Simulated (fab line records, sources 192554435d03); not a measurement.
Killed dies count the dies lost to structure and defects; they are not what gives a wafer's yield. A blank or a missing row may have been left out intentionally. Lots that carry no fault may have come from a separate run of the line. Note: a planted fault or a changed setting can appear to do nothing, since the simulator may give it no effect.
Matching of chambers | flow n5Finfet | rieDiel-01 running N5_FIN_CUT_STRIP_24: 4 sister chambers
The step strips in CF4. 30 wafers are shown with their chamber, then 12 later ones without.

WAFERS PAIRED WITH THEIR CHAMBERS
wafer  | chamber | showerheadPlenumPTorr (Torr) | throttleValvePct (%) | oesProductAu (a.u.)
L077.2 | 1       | 1.71                         | 13.66                | 0.70
L077.3 | 0       | 1.80                         | 13.56                | 0.78
L077.6 | 3       | 1.74                         | 13.45                | 0.79
L078.1 | 1       | 1.71                         | 13.66                | 0.69
L078.5 | 3       | 1.74                         | 13.44                | 0.79
L078.6 | 1       | 1.71                         | 13.65                | 0.70
L082.3 | 0       | 1.80                         | 13.58                | 0.77
L082.5 | 3       | 1.74                         | 13.46                | 0.79
L082.6 | 2       | 1.75                         | 13.22                | 0.94
L083.2 | 2       | 1.75                         | 13.25                | 0.92
L083.3 | 3       | 1.74                         | 13.47                | 0.78
L083.5 | 0       | 1.80                         | 13.58                | 0.77
L085.1 | 1       | 1.71                         | 13.68                | 0.69
L085.4 | 3       | 1.74                         | 13.48                | 0.78
L085.5 | 1       | 1.71                         | 13.70                | 0.69
L087.1 | 2       | 1.75                         | 13.25                | 0.90
L087.5 | 3       | 1.74                         | 13.47                | 0.77
L087.6 | 2       | 1.75                         | 13.24                | 0.91
L088.4 | 0       | 1.79                         | 13.62                | 0.76
L088.5 | 2       | 1.75                         | 13.25                | 0.90
L088.6 | 1       | 1.71                         | 13.69                | 0.69
L091.2 | 0       | 1.79                         | 13.64                | 0.76
L091.4 | 1       | 1.71                         | 13.71                | 0.68
L091.6 | 2       | 1.75                         | 13.27                | 0.89
L092.1 | 1       | 1.71                         | 13.73                | 0.68
L092.2 | 0       | 1.79                         | 13.63                | 0.76
L092.3 | 2       | 1.74                         | 13.27                | 0.89
L093.2 | 2       | 1.74                         | 13.27                | 0.88
L093.4 | 1       | 1.71                         | 13.72                | 0.68
L093.5 | 2       | 1.74                         | 13.28                | 0.87

SIGNATURES (means of the wafers above)
reading               | chamber 0 | chamber 1 | chamber 2 | chamber 3 | scatter within a chamber
showerheadPlenumPTorr | 1.7950    | 1.7100    | 1.7467    | 1.7400    | 0.00367
throttleValvePct      | 13.6017   | 13.6889   | 13.2556   | 13.4617   | 0.0246
oesProductAu          | 0.7667    | 0.6889    | 0.9000    | 0.7833    | 0.0135
Rule: for a wafer and a chamber, the distance is found by dividing, reading by reading, the gap between the wafer's reading and the chamber's mean by the reading's scatter, squaring, summing and taking the root. The wafer belongs to the nearest chamber; if the next one is less than 2 further off, it can't be placed. The scatter is the square root of a quotient: the sum, over the shown wafers, of each reading's squared deviation from its chamber's mean, divided by wafers minus chambers.

WAFERS MISSING THEIR CHAMBER
wafer  | showerheadPlenumPTorr (Torr) | throttleValvePct (%) | oesProductAu (a.u.)
L094.1 | 1.74                         | 13.27                | 0.87
L094.4 | 1.79                         | 13.64                | 0.75
L094.5 | 1.79                         | 13.64                | 0.75
L095.2 | 1.74                         | 13.52                | 0.76
L095.5 | 1.79                         | 13.65                | 0.75
L095.6 | 1.71                         | 13.73                | 0.67
L096.2 | 1.70                         | 13.72                | 0.68
L096.4 | 1.73                         | 13.53                | 0.77
L096.5 | 1.79                         | 13.66                | 0.74
L097.3 | 1.70                         | 13.76                | 0.67
L097.4 | 1.74                         | 13.28                | 0.87
L097.5 | 1.79                         | 13.66                | 0.75

CHAMBER TAKEN BY EACH
wafer  | from the rows above | in truth
L094.1 | 2                   | 2
L094.4 | 0                   | 0
L094.5 | 0                   | 0
L095.2 | 3                   | 3
L095.5 | 0                   | 0
L095.6 | 1                   | 1
L096.2 | 1                   | 1
L096.4 | 3                   | 3
L096.5 | 0                   | 0
L097.3 | 1                   | 1
L097.4 | 2                   | 2
L097.5 | 0                   | 0
Placed correctly: 12 of 12. Can't be placed from these rows: 0. Wrongly placed: 0.
